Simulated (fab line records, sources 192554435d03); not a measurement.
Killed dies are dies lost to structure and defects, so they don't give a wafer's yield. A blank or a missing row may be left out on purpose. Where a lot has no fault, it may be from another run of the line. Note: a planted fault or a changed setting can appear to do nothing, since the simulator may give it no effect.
Lot-split experiment :: flow n5-finfet :: route with 1938 steps; 7 lots, 39 wafers read

## SPLIT DETAILS
At N5_FIN_SAQP_HM_DEP_72 (deposits SiO2 from SiH4/N2O, target thk 12 nm, time 7.2 s), the setting target-thk-a was moved away from the recipe's 120 angstrom on 12 of the 39 wafers read, by -12.3% to +14.4%. All remaining wafers had this setting at the recipe value.

## FROM THE SPLIT TO THE READING: what the file shows between them, 4 steps
- N5_FIN_SAQP_COAT_49: time 60 s, resist thk 100 nm
- N5_FIN_SAQP_COAT_50: time 60 s, resist thk 35 nm
- N5_FIN_SAQP_ETCH_52: etches SOC in N2/H2, target depth 100 nm, overetch 20 nm, time 150 s
- N5_FIN_SAQP_STRIP_53: strips in N2/H2

## THE READING
etch.depth-nm (the simulator's own value, which no gauge read), in nm, at N5_FIN_SAQP_HM_OPEN_73 (chemistry CHF3/O2, target SiO2, stops on a-Si, target depth 12 nm, time 16.8 s). No usual value for it is given in the file. The 27 wafers here that ran the recipe average 12.07 nm, standard deviation 0.15 nm.

wafer: L074.1
tool, chamber at the split: pecvd-04, 1
target-thk-a as run, angstrom: 120
against the recipe: recipe
etch.depth-nm, nm: 12.06
against lot-mates on the recipe: -

wafer: L074.2
tool, chamber at the split: pecvd-04, 0
target-thk-a as run, angstrom: 120
against the recipe: recipe
etch.depth-nm, nm: 11.74
against lot-mates on the recipe: -

wafer: L074.3
tool, chamber at the split: pecvd-04, 2
target-thk-a as run, angstrom: 120
against the recipe: recipe
etch.depth-nm, nm: 12.01
against lot-mates on the recipe: -

wafer: L074.4
tool, chamber at the split: pecvd-04, 2
target-thk-a as run, angstrom: 120
against the recipe: recipe
etch.depth-nm, nm: 11.96
against lot-mates on the recipe: -

wafer: L074.5
tool, chamber at the split: pecvd-04, 1
target-thk-a as run, angstrom: 120
against the recipe: recipe
etch.depth-nm, nm: 12.02
against lot-mates on the recipe: -

wafer: L074.6
tool, chamber at the split: pecvd-04, 0
target-thk-a as run, angstrom: 120
against the recipe: recipe
etch.depth-nm, nm: 12.07
against lot-mates on the recipe: -

wafer: L080.1
tool, chamber at the split: pecvd-01, 0
target-thk-a as run, angstrom: 137.3
against the recipe: +14.4%
etch.depth-nm, nm: 13.54
against lot-mates on the recipe: +1.49

wafer: L080.2
tool, chamber at the split: pecvd-01, 2
target-thk-a as run, angstrom: 137.3
against the recipe: +14.4%
etch.depth-nm, nm: 13.7
against lot-mates on the recipe: +1.65

wafer: L080.3
tool, chamber at the split: pecvd-01, 1
target-thk-a as run, angstrom: 120
against the recipe: recipe
etch.depth-nm, nm: 11.83
against lot-mates on the recipe: -

wafer: L080.4
tool, chamber at the split: pecvd-01, 0
target-thk-a as run, angstrom: 120
against the recipe: recipe
etch.depth-nm, nm: 12.17
against lot-mates on the recipe: -

wafer: L080.5
tool, chamber at the split: pecvd-01, 1
target-thk-a as run, angstrom: 120
against the recipe: recipe
etch.depth-nm, nm: 12.16
against lot-mates on the recipe: -

wafer: L080.6
tool, chamber at the split: pecvd-01, 2
target-thk-a as run, angstrom: 137.3
against the recipe: +14.4%
etch.depth-nm, nm: 13.88
against lot-mates on the recipe: +1.83

wafer: L086.1
tool, chamber at the split: pecvd-01, 1
target-thk-a as run, angstrom: 120
against the recipe: recipe
etch.depth-nm, nm: 12.04
against lot-mates on the recipe: -

wafer: L086.2
tool, chamber at the split: pecvd-01, 2
target-thk-a as run, angstrom: 120
against the recipe: recipe
etch.depth-nm, nm: 11.98
against lot-mates on the recipe: -

wafer: L086.3
tool, chamber at the split: pecvd-01, 0
target-thk-a as run, angstrom: 120
against the recipe: recipe
etch.depth-nm, nm: 11.87
against lot-mates on the recipe: -

wafer: L086.4
tool, chamber at the split: pecvd-01, 1
target-thk-a as run, angstrom: 120
against the recipe: recipe
etch.depth-nm, nm: 12.21
against lot-mates on the recipe: -

wafer: L086.5
tool, chamber at the split: pecvd-01, 2
target-thk-a as run, angstrom: 120
against the recipe: recipe
etch.depth-nm, nm: 12.22
against lot-mates on the recipe: -

wafer: L086.6
tool, chamber at the split: pecvd-01, 0
target-thk-a as run, angstrom: 120
against the recipe: recipe
etch.depth-nm, nm: 12.09
against lot-mates on the recipe: -

wafer: L088.1
tool, chamber at the split: pecvd-02, 0
target-thk-a as run, angstrom: 115.2
against the recipe: -4.0%
etch.depth-nm, nm: 11.23
against lot-mates on the recipe: -0.76

wafer: L088.2
tool, chamber at the split: pecvd-02, 1
target-thk-a as run, angstrom: 120
against the recipe: recipe
etch.depth-nm, nm: 11.86
against lot-mates on the recipe: -

wafer: L088.3
tool, chamber at the split: pecvd-02, 0
target-thk-a as run, angstrom: 115.2
against the recipe: -4.0%
etch.depth-nm, nm: 11.45
against lot-mates on the recipe: -0.54

wafer: L088.4
tool, chamber at the split: pecvd-02, 1
target-thk-a as run, angstrom: 120
against the recipe: recipe
etch.depth-nm, nm: 12.07
against lot-mates on the recipe: -

wafer: L088.5
tool, chamber at the split: pecvd-02, 0
target-thk-a as run, angstrom: 115.2
against the recipe: -4.0%
etch.depth-nm, nm: 11.5
against lot-mates on the recipe: -0.49

wafer: L088.6
tool, chamber at the split: pecvd-02, 1
target-thk-a as run, angstrom: 120
against the recipe: recipe
etch.depth-nm, nm: 12.04
against lot-mates on the recipe: -

wafer: L091.1
tool, chamber at the split: pecvd-01, 2
target-thk-a as run, angstrom: 120
against the recipe: recipe
etch.depth-nm, nm: 12.11
against lot-mates on the recipe: -

wafer: L091.2
tool, chamber at the split: pecvd-01, 0
target-thk-a as run, angstrom: 120
against the recipe: recipe
etch.depth-nm, nm: 12.12
against lot-mates on the recipe: -

wafer: L091.5
tool, chamber at the split: pecvd-01, 0
target-thk-a as run, angstrom: 120
against the recipe: recipe
etch.depth-nm, nm: 12.48
against lot-mates on the recipe: -

wafer: L094.1
tool, chamber at the split: pecvd-04, 2
target-thk-a as run, angstrom: 130.1
against the recipe: +8.4%
etch.depth-nm, nm: 12.96
against lot-mates on the recipe: +0.90

wafer: L094.2
tool, chamber at the split: pecvd-04, 1
target-thk-a as run, angstrom: 120
against the recipe: recipe
etch.depth-nm, nm: 11.94
against lot-mates on the recipe: -

wafer: L094.3
tool, chamber at the split: pecvd-04, 0
target-thk-a as run, angstrom: 130.1
against the recipe: +8.4%
etch.depth-nm, nm: 12.94
against lot-mates on the recipe: +0.88

wafer: L094.4
tool, chamber at the split: pecvd-04, 1
target-thk-a as run, angstrom: 120
against the recipe: recipe
etch.depth-nm, nm: 12.14
against lot-mates on the recipe: -

wafer: L094.5
tool, chamber at the split: pecvd-04, 0
target-thk-a as run, angstrom: 130.1
against the recipe: +8.4%
etch.depth-nm, nm: 13.2
against lot-mates on the recipe: +1.14

wafer: L094.6
tool, chamber at the split: pecvd-04, 2
target-thk-a as run, angstrom: 120
against the recipe: recipe
etch.depth-nm, nm: 12.09
against lot-mates on the recipe: -

wafer: L097.1
tool, chamber at the split: pecvd-04, 1
target-thk-a as run, angstrom: 105.3
against the recipe: -12.3%
etch.depth-nm, nm: 10.3
against lot-mates on the recipe: -1.92

wafer: L097.2
tool, chamber at the split: pecvd-04, 0
target-thk-a as run, angstrom: 105.3
against the recipe: -12.3%
etch.depth-nm, nm: 10.5
against lot-mates on the recipe: -1.72

wafer: L097.3
tool, chamber at the split: pecvd-04, 2
target-thk-a as run, angstrom: 120
against the recipe: recipe
etch.depth-nm, nm: 12.13
against lot-mates on the recipe: -

wafer: L097.4
tool, chamber at the split: pecvd-04, 2
target-thk-a as run, angstrom: 120
against the recipe: recipe
etch.depth-nm, nm: 12.34
against lot-mates on the recipe: -

wafer: L097.5
tool, chamber at the split: pecvd-04, 1
target-thk-a as run, angstrom: 105.3
against the recipe: -12.3%
etch.depth-nm, nm: 10.74
against lot-mates on the recipe: -1.48

wafer: L097.6
tool, chamber at the split: pecvd-04, 0
target-thk-a as run, angstrom: 120
against the recipe: recipe
etch.depth-nm, nm: 12.2
against lot-mates on the recipe: -

THE FIT
A straight line over all 39 wafers: etch.depth-nm changes by +0.121 nm for each +1% of target-thk-a; r = +0.98; the points scatter about the line by 0.16 nm.
The same after taking each lot's own level away (the mean of its wafers on the recipe; 39 wafers): +0.125 nm for each +1%; r = +0.98; scatter 0.15 nm.
The reading moves by 1.8 nm for the largest change in target-thk-a, on that fit.
Across the lots, their own levels run from 11.977 to 12.237 nm, a range of 1.7 times the standard deviation given above.
Consequently the slope shifts little with the lot-to-lot level, the two slopes agreeing.
Check: with one of the wafers moved furthest among these (+14.4%) left out of the fit, the line predicts +1.82 nm for it against its lot-mates. Against them it came out at +1.49 nm.

## THE WHOLE CHAIN: every reading that the file lists as answering this split, in the file's order
step: N5_FIN_SAQP_HM_DEP_72
what it does: deposits SiO2 from SiH4/N2O, target thk 12 nm, time 7.2 s
reading: SiO2_of_FIN_SAQP_HM_DEP_72.thk-nm (the simulator's own value, which no gauge read)
change (the file's fit): +0.124 nm for each +1% of the setting
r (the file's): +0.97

step: N5_FIN_SAQP_HM_OPEN_73
what it does: chemistry CHF3/O2, target SiO2, stops on a-Si, target depth 12 nm, time 16.8 s
reading: etch.depth-nm (the simulator's own value, which no gauge read)
change (the file's fit): +0.124 nm for each +1% of the setting
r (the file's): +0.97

## THE FILE'S OWN FIT
etch.depth-nm changes by +0.124 nm for each +1% of target-thk-a, r = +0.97.
